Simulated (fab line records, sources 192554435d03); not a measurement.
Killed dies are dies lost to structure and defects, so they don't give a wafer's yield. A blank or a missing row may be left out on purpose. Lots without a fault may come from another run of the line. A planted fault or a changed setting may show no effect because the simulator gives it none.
fab line records | flow n5_finfet
record lots=6 wafers=18 last_day=17
route steps=1938 shown GATE_CUT@489 BEOL_M4@1111
lots that met no fault: from a run of the same line without faults
start_h: hours from the record's first day to the start of the lot's first wafer shown | wait_h: hours since the lot's step before | " the same as in the row above | L1.1+2: a row that stands for several wafers | - no value, or no start given | * or withheld: withheld | < > ~ a bound
route shown NAME@n: a module of which the file shows steps, and the number in the route of the first | usual: mean/standard deviation of fault-free wafers | same: alike in all rows | chamber/n: place in a boat | sites: the reading at each site | _std_site: their standard deviation | _edge_site: outer sites' mean less inner sites' | radius_mm: how far each site lies from the wafer's centre | mask NAME#n: copy n | behind: the tool/chamber that last shaped the wafer | hold: why the lot was held/for how many hours/how that ended | device: the transistor (n, p or np) that didn't switch | end of line: the same wafers' tests at the end of the route | a step without rows: its recipe alone | killed: dies lost to structure and defects at the first sort, not the wafer's yield | map: a wafer's dies, x killed, . not, _ none there
set.NAME: the setting as run; set.NAME@STEP: as run at that earlier step | model.NAME: the simulator's own value behind a step, which no gauge read
lots at some steps of the route; a table a step, a row a wafer
services: from which hour (start_h, from the record's first day; less than 0 if before it) a tool's chamber was out of use, for how many hours, and why
## steps
# step N5_GATE_CUT_INSPECT_15
# recipe mode=adi inspect_instrument=brightfield
# usual raw_defect_count=140/47
# columns lot.wafer tool chamber start_h wait_h raw_defect_count
L800.2 defect_inspect-01 - 112.21 0.0 116
L800.3 " - " " 78
L800.4 " - " " 130
L802.1 defect_inspect-01 - 121.20 0.1 198
L802.3 " - " " 179
L802.5 " - " " 249
L808.1 defect_inspect-01 - 153.87 0.1 133
L808.3 " - " " 110
L808.4 " - " " 124
L809.2 defect_inspect-01 - 156.12 0.0 129
L809.5 " - " " 103
L809.6 " - " " 153
L811.4 defect_inspect-01 - 168.17 0.0 191
L811.5 " - " " 209
L811.6 " - " " 153
L815.2 defect_inspect-01 - 194.75 0.0 172
L815.3 " - " " 191
L815.6 " - " " 247
# step N5_GATE_CUT_DESCUM_18
# recipe chemistry=O2 time_s=7 source_power_w=50 bias_power_w=20 pressure_mtorr=20 rf_frequency_hz=2.712e+07 temp_c=40 resist=CAR-EUV o2_flow_sccm=225
# usual chamber_pressure_mTorr=19.999/0.019 drypump_motor_current_A=5.8/0.51 o2_flow_sccm=225.0/0.64 oes_product_au=0.74/0.059 rf_fwd_power_W=49.44/0.26 rf_vpp_V=242.9/1.1 showerhead_plenum_p_Torr=2.08/0.062 throttle_valve_pct=20.55/0.24
# columns lot.wafer tool chamber start_h wait_h chamber_pressure_mTorr drypump_motor_current_A o2_flow_sccm oes_product_au rf_fwd_power_W rf_hours_counter_h rf_vpp_V showerhead_plenum_p_Torr throttle_valve_pct
L800.2 rie_diel-05 2 112.24 0.0 20.017 5.5 224.1 0.71 48.72 222 242.8 2.06 20.32
L800.3 " 0 " " 19.982 5.4 225.0 0.71 49.53 194 242.5 2.07 20.51
L800.4 " 3 " " 19.973 5.6 225.0 0.73 49.34 180 242.5 2.08 20.91
L802.1 rie_diel-02 2 121.24 0.0 19.979 5.6 225.5 0.77 49.51 116 242.5 2.12 20.24
L802.3 " 0 " " 19.990 6.0 225.4 0.73 49.69 196 244.2 2.07 20.80
L802.5 " 3 " " 19.969 4.8 225.5 0.75 49.52 - 241.0 2.09 20.63
L808.1 rie_diel-02 2 153.90 0.0 19.992 5.6 224.6 0.76 49.81 129 242.5 2.11 20.25
L808.3 " 0 " " 19.999 5.9 225.7 0.72 49.65 209 240.9 2.07 20.82
L808.4 " 0 " " 20.010 6.0 226.3 0.72 49.68 - 242.5 2.07 20.83
L809.2 rie_diel-02 3 156.15 0.0 20.009 4.7 225.4 0.74 49.53 179 242.5 2.09 20.65
L809.5 " 3 " " 19.999 4.7 223.8 0.74 49.58 - 241.7 2.09 20.65
L809.6 " 2 " " 20.003 5.6 225.6 0.76 49.47 - 242.6 2.11 20.24
L811.4 rie_diel-05 0 168.20 0.0 19.978 5.4 223.2 0.70 49.64 211 243.2 2.07 20.55
L811.5 " 3 " " 19.971 5.6 225.9 0.73 49.30 - 243.7 2.08 20.94
L811.6 " 2 " " 20.000 5.5 225.8 0.70 48.86 - 242.8 2.05 20.36
L815.2 rie_diel-04 1 194.78 0.0 20.023 6.6 223.4 0.76 49.51 164 241.7 2.00 20.59
L815.3 " 3 " " 19.972 5.7 225.8 0.69 49.38 245 241.7 1.97 20.82
L815.6 " 3 " " 19.989 5.6 223.8 0.69 49.63 - 240.4 1.97 20.82
# step N5_GATE_CUT_ETCH_28
# recipe chemistry=N2/H2 target=underlayer target_depth_a=130 mask_material=CAR-EUV time_s=10.4 ion_energy_ev=200 pressure_mtorr=30 source_w=840 bias_w=150 n2_flow_sccm=200 h2_flow_sccm=200 ends=cleared
# step N5_GATE_CUT_ETCH_36
# recipe chemistry=CF4 target=SiARC target_depth_a=130 mask_material=CAR-EUV time_s=21.7 ion_energy_ev=80 pressure_mtorr=40 source_w=545 bias_w=36 Ar_flow_sccm=100 cf4_flow_sccm=100 ends=cleared
# usual bias_w=36.00/0.11 cf4_flow_sccm=99.98/0.28 chamber_pressure_mTorr=40.00/0.033 drypump_motor_current_A=5.8/0.51 etch_rf_on_time_s=21.7/0.32 oes_product_au=0.64/0.052 rf_fwd_power_W=532.0/2 rf_vpp_V=183.9/1.1 showerhead_plenum_p_Torr=2.13/0.059 throttle_valve_pct=15.75/0.24
# columns lot.wafer tool chamber start_h wait_h bias_w cf4_flow_sccm chamber_pressure_mTorr drypump_motor_current_A etch_rf_on_time_s oes_product_au rf_fwd_power_W rf_hours_counter_h rf_vpp_V showerhead_plenum_p_Torr throttle_valve_pct
L800.2 rie_diel-05 2 112.30 0.0 36.02 100.50 39.98 5.5 22.0 0.60 531.9 222 183.7 2.12 15.60
L800.3 " 0 " " 35.82 100.34 40.03 5.4 21.9 0.60 529.4 194 184.1 2.12 15.76
L800.4 " 3 " " 35.97 100.04 39.97 5.6 22.3 0.62 533.1 180 182.6 2.13 16.06
L802.1 rie_diel-02 2 121.29 0.0 36.11 99.88 40.00 5.6 21.5 0.67 533.6 116 184.0 2.15 15.37
L802.3 " 0 " " 35.98 99.82 40.03 6.0 21.8 0.61 531.0 196 183.9 2.13 15.98
L802.5 " 3 " " 35.83 99.74 40.05 4.8 21.4 0.65 535.0 - 185.5 2.14 15.81
L808.1 rie_diel-02 2 153.95 0.0 36.02 100.02 40.02 5.6 21.7 0.64 535.0 129 185.2 2.15 15.39
L808.3 " 0 " " 36.02 100.14 40.08 6.0 21.8 0.61 532.7 209 182.5 2.12 16.02
L808.4 " 0 " " 36.08 100.08 39.94 6.0 21.7 0.61 529.9 - 184.9 2.12 16.03
L809.2 rie_diel-02 3 156.21 0.0 35.94 99.26 39.94 4.8 21.3 0.64 528.1 179 184.0 2.14 15.84
L809.5 " 3 " " 36.12 100.03 39.96 4.7 21.5 0.63 530.9 - 183.7 2.14 15.84
L809.6 " 2 " " 36.04 99.43 39.96 5.6 21.5 0.65 536.4 - 183.8 2.15 15.40
L811.4 rie_diel-05 0 168.26 0.0 36.24 99.96 39.97 5.4 21.9 0.59 531.2 211 183.2 2.12 15.80
L811.5 " 3 " " 35.82 100.21 40.01 5.6 22.4 0.61 531.7 - 183.3 2.12 16.10
L811.6 " 2 " " 35.92 99.95 39.97 5.5 22.2 0.60 531.2 - 183.2 2.11 15.66
L815.2 rie_diel-04 1 194.84 0.0 35.94 99.79 40.03 6.6 21.5 0.65 530.3 164 182.8 2.06 15.76
L815.3 " 3 " " 35.92 100.25 40.00 5.6 21.8 0.59 531.5 245 181.6 2.03 16.04
L815.6 " 3 " " 36.10 100.29 39.96 5.6 21.6 0.59 532.4 - 182.6 2.03 16.05
# step N5_GATE_CUT_ETCH_37
# recipe chemistry=N2/H2 target=SOC target_depth_a=600 overetch_a=120 mask_material=SiARC temp_c=40 time_s=90 ion_energy_ev=200 pressure_mtorr=30 source_w=840 bias_w=150 n2_flow_sccm=200 h2_flow_sccm=200
# step N5_GATE_CUT_STRIP_38
# recipe chemistry=N2/H2 temp_c=40 n2_flow_sccm=200 h2_flow_sccm=200 rf_frequency_hz=6e+07
# step N5_GATE_CUT_STRIP_39
# recipe chemistry=N2/H2 temp_c=40 n2_flow_sccm=200 h2_flow_sccm=200 rf_frequency_hz=6e+07
# step N5_GATE_CUT_HM_OPEN_40
# recipe chemistry=C4F6/O2 target=SiO2 mask_material=SiARC target_depth_a=1390 time_s=85.1 ion_energy_ev=250 pressure_mtorr=30 source_w=345 bias_w=185 Ar_flow_sccm=300 C4F6_flow_sccm=10 O2_flow_sccm=10 ends=cleared
# usual C4F6_flow_sccm=10.002/0.027 bias_w=185.1/0.54 chamber_pressure_mTorr=30.007/0.027 drypump_motor_current_A=5.8/0.51 etch_rf_on_time_s=93.8/1.7 oes_f_703_au=0.74/0.06 oes_product_au=0.67/0.054 rf_fwd_power_W=342.4/1.5 rf_vpp_V=668/7 showerhead_plenum_p_Torr=2.83/0.078 throttle_valve_pct=21.05/0.25
# columns lot.wafer tool chamber start_h wait_h C4F6_flow_sccm bias_w chamber_pressure_mTorr drypump_motor_current_A etch_rf_on_time_s oes_f_703_au oes_product_au rf_fwd_power_W rf_hours_counter_h rf_vpp_V showerhead_plenum_p_Torr throttle_valve_pct
L800.2 rie_diel-05 2 112.41 0.0 10.009 185.0 30.013 5.5 94.4 0.72 0.64 340.4 222 659 2.81 20.85
L800.3 " 0 " " 9.987 185.1 29.984 5.4 93.1 0.70 0.64 342.3 194 671 2.82 21.01
L800.4 " 3 " " 10.004 184.7 29.961 5.6 95.7 0.72 0.65 342.6 180 674 2.83 21.40
L802.1 rie_diel-02 2 121.40 0.0 10.012 184.7 30.007 5.6 92.6 0.78 0.70 343.4 116 678 2.86 20.67
L802.3 " 0 " " 10.045 186.0 30.030 6.0 94.2 0.71 0.65 342.3 196 664 2.82 21.30
L802.5 " 3 " " 9.962 185.6 29.972 4.7 92.8 0.77 0.68 341.9 - 660 2.85 21.18
L808.1 rie_diel-02 2 154.06 0.0 10.032 184.8 29.966 5.6 92.3 0.76 0.69 343.9 129 678 2.86 20.66
L808.3 " 0 " " 9.992 184.6 30.018 6.0 93.8 0.71 0.64 343.4 209 665 2.82 21.34
L808.4 " 0 " " 10.043 184.6 30.013 6.0 95.4 0.71 0.64 345.0 - 665 2.82 21.33
L809.2 rie_diel-02 3 156.32 0.0 10.009 184.3 30.051 4.8 90.0 0.76 0.67 341.5 179 662 2.85 21.22
L809.5 " 3 " " 10.021 183.8 30.001 4.8 91.6 0.75 0.67 341.4 - 662 2.85 21.19
L809.6 " 2 " " 9.966 185.5 30.031 5.6 93.7 0.76 0.69 345.5 - 678 2.86 20.67
L811.4 rie_diel-05 0 168.36 0.0 9.967 184.5 30.097 5.4 93.3 0.69 0.63 340.9 211 669 2.81 21.04
L811.5 " 3 " " 9.929 185.2 29.996 5.6 96.0 0.71 0.64 342.9 - 674 2.82 21.41
L811.6 " 2 " " 10.033 185.1 30.018 5.5 94.8 0.70 0.63 340.3 - 660 2.80 20.87
L815.2 rie_diel-04 1 194.95 0.0 9.969 185.0 29.984 6.6 91.6 0.77 0.69 340.9 164 652 2.73 21.09
L815.3 " 3 " " 10.050 185.8 30.002 5.7 95.7 0.71 0.62 342.6 245 665 2.70 21.33
L815.6 " 3 " " 10.043 185.5 30.015 5.7 94.6 0.71 0.62 342.6 - 665 2.70 21.35
# step N5_GATE_CUT_STRIP_41
# recipe chemistry=CF4 resist=SiARC power_w=300 bias_power_w=75 pressure_mtorr=50 cf4_flow_sccm=150 rf_frequency_hz=6e+07
# step N5_GATE_CUT_STRIP_42
# recipe chemistry=O2 power_w=400 temp_c=40 pressure_mtorr=30 rf_frequency_hz=6e+07 bias_power_w=0 overash_fraction=0.3 o2_flow_sccm=225
# step N5_GATE_CUT_ETCH_19
# recipe chemistry=CH3F/O2 target=SiNx mask_material=SiO2 target_depth_a=537 time_s=76.7 pressure_mtorr=30 source_w=395 bias_w=73 Ar_flow_sccm=150 CH3F_flow_sccm=30 O2_flow_sccm=20 ion_energy_ev=120 ends=cleared
# step N5_GATE_CUT_CUT_ETCH_53
# recipe chemistry=SF6/Cl2 target=W mask_material=SiO2 target_depth_a=792 pressure_mtorr=8 icp_w=900 bias_w=80 SF6_flow_sccm=40 Cl2_flow_sccm=60 ends=cleared
# usual bias_w=80.03/0.23 chamber_pressure_mTorr=8.000/0.0065 drypump_motor_current_A=5.9/0.41 etch_rf_on_time_s=26.2/0.47 oes_product_au=0.72/0.087 rf_fwd_power_W=880/3.4 throttle_valve_pct=28.69/0.15
# columns lot.wafer tool chamber start_h wait_h bias_w chamber_pressure_mTorr drypump_motor_current_A etch_rf_on_time_s oes_product_au rf_fwd_power_W rf_hours_counter_h throttle_valve_pct
L800.2 rie_metal-03 1 112.63 0.1 80.07 7.991 6.0 25.8 0.79 881 14 28.65
L800.3 " 0 " " 79.69 7.997 6.1 27.0 0.60 878 - 29.01
L800.4 " 1 " " 80.34 8.004 6.0 26.2 0.79 880 - 28.64
L802.1 rie_metal-01 1 121.63 0.1 80.17 7.992 5.3 26.8 0.70 880 37 28.52
L802.3 " 1 " " 79.93 8.002 5.3 26.7 0.71 883 - 28.51
L802.5 " 1 " " 80.26 7.988 5.3 26.7 0.71 884 - 28.52
L808.1 rie_metal-03 0 154.29 0.1 79.96 7.998 6.2 26.8 0.60 877 89 29.00
L808.3 " 0 " " 79.64 8.004 6.2 26.8 0.59 881 - 29.02
L808.4 " 1 " " 80.25 7.996 5.9 25.7 0.78 885 - 28.64
L809.2 rie_metal-03 0 156.54 0.1 80.57 7.996 6.1 26.9 0.59 876 90 29.00
L809.5 " 0 " " 80.27 8.005 6.2 26.7 0.60 878 - 29.02
L809.6 " 1 " " 80.10 7.993 5.9 26.1 0.77 882 - 28.65
L811.4 rie_metal-02 1 168.61 0.1 79.99 8.002 6.3 25.7 0.69 874 - 28.76
L811.5 " 1 " " 80.12 7.995 6.3 25.8 0.69 879 - 28.74
L811.6 " 0 " " 79.83 8.000 6.5 26.2 0.64 872 - 28.70
L815.2 rie_metal-01 0 195.18 0.1 80.35 7.990 5.7 25.7 0.81 882 12 28.61
L815.3 " 0 " " 79.83 8.002 5.7 25.8 0.81 880 - 28.60
L815.6 " 0 " " 79.62 7.999 5.7 25.7 0.81 878 - 28.61
# step N5_GATE_CUT_CUT_ETCH_54
# recipe chemistry=Cl2/BCl3 target=TiN mask_material=SiO2 target_depth_a=967 pressure_mtorr=10 icp_w=1000 bias_w=126 Cl2_flow_sccm=53.25 bcl3_flow_sccm=21.75 Ar_flow_sccm=25 ends=cleared
# usual bias_w=126.1/0.37 chamber_pressure_mTorr=10.000/0.0084 drypump_motor_current_A=5.9/0.41 etch_rf_on_time_s=36.6/0.6 oes_product_au=0.72/0.088 rf_fwd_power_W=980/6 throttle_valve_pct=22.09/0.14
# columns lot.wafer tool chamber start_h wait_h bias_w chamber_pressure_mTorr drypump_motor_current_A etch_rf_on_time_s oes_product_au rf_fwd_power_W rf_hours_counter_h throttle_valve_pct
L800.2 rie_metal-03 1 112.69 0.0 126.3 10.004 6.0 36.8 0.78 990 14 22.07
L800.3 " 0 " " 125.9 9.983 6.1 38.0 0.60 975 - 22.41
L800.4 " 1 " " 126.2 10.002 5.9 36.6 0.79 987 - 22.06
L802.1 rie_metal-01 1 121.69 0.0 126.9 10.003 5.3 36.9 0.70 987 37 21.96
L802.3 " 1 " " 126.1 9.987 5.3 36.8 0.70 987 - 21.94
L802.5 " 1 " " 126.7 10.000 5.3 37.0 0.71 987 - 21.96
L808.1 rie_metal-03 0 154.35 0.0 126.4 9.999 6.1 31.2 0.66 1214 90 22.32
L808.3 " 0 " " 126.4 9.986 6.1 31.2 0.66 1213 - 22.33
L808.4 " 1 " " 126.5 10.010 5.9 36.2 0.77 986 - 22.07
L809.2 rie_metal-03 0 156.60 0.0 126.1 9.998 6.1 30.8 0.67 1211 90 22.31
L809.5 " 0 " " 126.2 10.000 6.1 31.1 0.67 1214 - 22.31
L809.6 " 1 " " 125.5 10.001 6.0 36.3 0.78 982 - 22.05
L811.4 rie_metal-02 1 168.67 0.0 126.0 9.995 6.3 35.9 0.68 975 - 22.05
L811.5 " 1 " " 125.4 10.018 6.3 36.2 0.69 978 - 22.05
L811.6 " 0 " " 126.2 10.005 6.5 36.6 0.64 977 - 22.09
L815.2 rie_metal-01 0 195.24 0.0 125.3 10.005 5.7 36.0 0.82 972 12 22.03
L815.3 " 0 " " 125.4 9.993 5.8 36.1 0.82 972 - 22.02
L815.6 " 0 " " 125.9 10.012 5.8 36.1 0.81 966 - 22.01
# step N5_GATE_CUT_CUT_ETCH_55
# recipe chemistry=BCl3 target=HfO2 mask_material=SiO2 target_depth_a=32 ion_energy_ev=30 pressure_mtorr=5 icp_w=450 bias_w=18 bcl3_flow_sccm=80
# usual bias_w=18.00/0.053 chamber_pressure_mTorr=5.000/0.0043 drypump_motor_current_A=5.9/0.41 oes_product_au=0.79/0.094 rf_fwd_power_W=441.1/2.5 throttle_valve_pct=32.85/0.18
# columns lot.wafer tool chamber start_h wait_h bias_w chamber_pressure_mTorr drypump_motor_current_A oes_product_au rf_fwd_power_W rf_hours_counter_h throttle_valve_pct
L800.2 rie_metal-03 1 112.75 0.0 17.95 4.994 5.9 0.87 446.1 14 32.87
L800.3 " 0 " " 17.96 5.004 6.1 0.66 439.6 - 33.16
L800.4 " 1 " " 17.98 5.000 6.0 0.86 445.2 - 32.88
L802.1 rie_metal-01 1 121.75 0.0 18.05 5.011 5.3 0.78 444.2 37 32.59
L802.3 " 1 " " 18.06 5.000 5.3 0.78 445.0 - 32.57
L802.5 " 1 " " 18.03 5.006 5.3 0.79 441.8 - 32.56
L808.1 rie_metal-03 0 154.41 0.0 18.05 5.003 6.2 0.67 441.6 90 33.16
L808.3 " 0 " " 18.00 4.993 6.2 0.66 438.5 - 33.14
L808.4 " 1 " " 17.91 5.005 5.9 0.85 442.2 - 32.89
L809.2 rie_metal-03 0 156.66 0.0 17.95 5.004 6.1 0.67 439.9 90 33.15
L809.5 " 0 " " 18.03 4.999 6.1 0.67 436.1 - 33.16
L809.6 " 1 " " 17.92 5.000 6.0 0.86 442.3 - 32.91
L811.4 rie_metal-02 1 168.72 0.0 18.00 5.001 6.3 0.76 441.9 - 32.97
L811.5 " 1 " " 17.95 4.995 6.3 0.75 443.4 - 32.99
L811.6 " 0 " " 18.04 5.000 6.5 0.72 441.5 - 32.85
L815.2 rie_metal-01 0 195.30 0.0 17.95 4.997 5.7 0.90 439.1 12 32.83
L815.3 " 0 " " 17.99 5.000 5.8 0.90 439.2 - 32.82
L815.6 " 0 " " 17.99 5.004 5.8 0.90 437.8 - 32.84
# step N5_BEOL_M4_RC_MEAS_101
# usual DIBL_N=36.3/1.2 DIBL_P=36.3/1.4 IOFF_N=0.157/0.02 IOFF_P=0.22/0.033 ION_N=675/9.6 ION_P=465/8.2 SS_N=71.4/0.45 SS_P=73.3/0.54 VT_N=249.8/2.5 VT_P=-249/3.2
# columns lot.wafer tool chamber start_h wait_h DIBL_N[mV/V] DIBL_P[mV/V] IOFF_N[nA/um] IOFF_P[nA/um] ION_N[uA/um] ION_P[uA/um] SS_N[mV/dec] SS_P[mV/dec] VT_N[mV] VT_P[mV]
L800.2 prober-01 0 215.79 0.2 37.1 35.8 0.157 0.22 678 467 72.0 73.1 252.2 -249
L800.3 " 0 " " 37.9 36.4 0.161 0.22 665 458 71.9 73.6 247.9 -249
L800.4 " 0 " " 36.8 35.4 0.151 0.20 668 456 71.0 72.8 250.5 -250
L802.1 prober-02 0 231.35 0.0 36.4 36.1 0.146 0.20 672 464 71.4 73.2 250.4 -252
L802.3 " 0 " " 36.2 36.4 0.148 0.20 671 460 72.2 73.5 251.3 -251
L802.5 " 0 " " 35.3 35.2 0.132 0.19 666 464 71.2 72.3 252.5 -252
L808.1 prober-01 0 263.67 0.0 35.4 35.6 0.138 0.16 668 455 70.9 73.2 249.9 -254
L808.3 " 0 " " 36.7 36.5 0.160 0.18 675 452 71.3 73.6 252.1 -256
L808.4 " 0 " " 36.8 37.3 0.164 0.19 667 452 72.4 72.5 248.0 -254
L809.2 prober-01 0 269.58 0.2 37.1 37.2 0.183 0.26 688 473 71.0 73.9 245.6 -246
L809.5 " 0 " " 36.2 36.6 0.171 0.24 686 474 70.9 73.2 247.6 -247
L809.6 " 0 " " 36.9 37.6 0.184 0.25 689 471 71.5 73.6 245.5 -246
L811.4 prober-02 0 277.36 0.5 36.2 35.8 0.149 0.20 669 457 71.3 73.6 248.4 -252
L811.5 " 0 " " 36.7 36.7 0.155 0.22 672 464 72.1 73.6 248.1 -250
L811.6 " 0 " " 36.6 36.1 0.151 0.20 673 455 71.9 74.2 249.9 -253
L815.2 prober-01 0 299.91 0.2 35.5 34.6 0.132 0.16 658 449 70.8 73.6 253.1 -259
L815.3 " 0 " " 36.5 35.0 0.150 0.17 660 447 71.7 73.3 251.5 -254
L815.6 " 0 " " 35.5 34.3 0.132 0.16 661 449 71.6 74.4 254.8 -259
## services
# columns tool chamber start_h hours kind
rie_diel-04 3 97.35 10.8 repair
rie_diel-04 - 100.48 4.0 repair
rie_diel-02 1 137.73 - clean
rie_diel-02 1 137.73 - consumable_replace:focus_ring
rie_diel-02 1 137.73 - consumable_replace:showerhead
rie_diel-02 - 139.51 0.9 repair
## key
first_sign step=N5_GATE_CUT_CUT_ETCH_54 reading=rf_fwd_power_W direction=up sigmas=39 usual=* struck=*
effect step=N5_GATE_CUT_CUT_ETCH_54 reading=etch_rf_on_time_s direction=down sigmas=9.2 usual=* struck=*
met_at N5_GATE_CUT_CUT_ETCH_54
struck_wafers L808.1,L808.3,L809.2,L809.5
onset_between 112.69 154.35
fault kind=process_parameter_drift tool=rie_metal-03 chamber=0 onset_h=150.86 steps=N5_GATE_CUT_CUT_ETCH_54 channel=icp_w offset=240 shape=step end_h=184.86 acts_in=these_recipes_only stated=1000
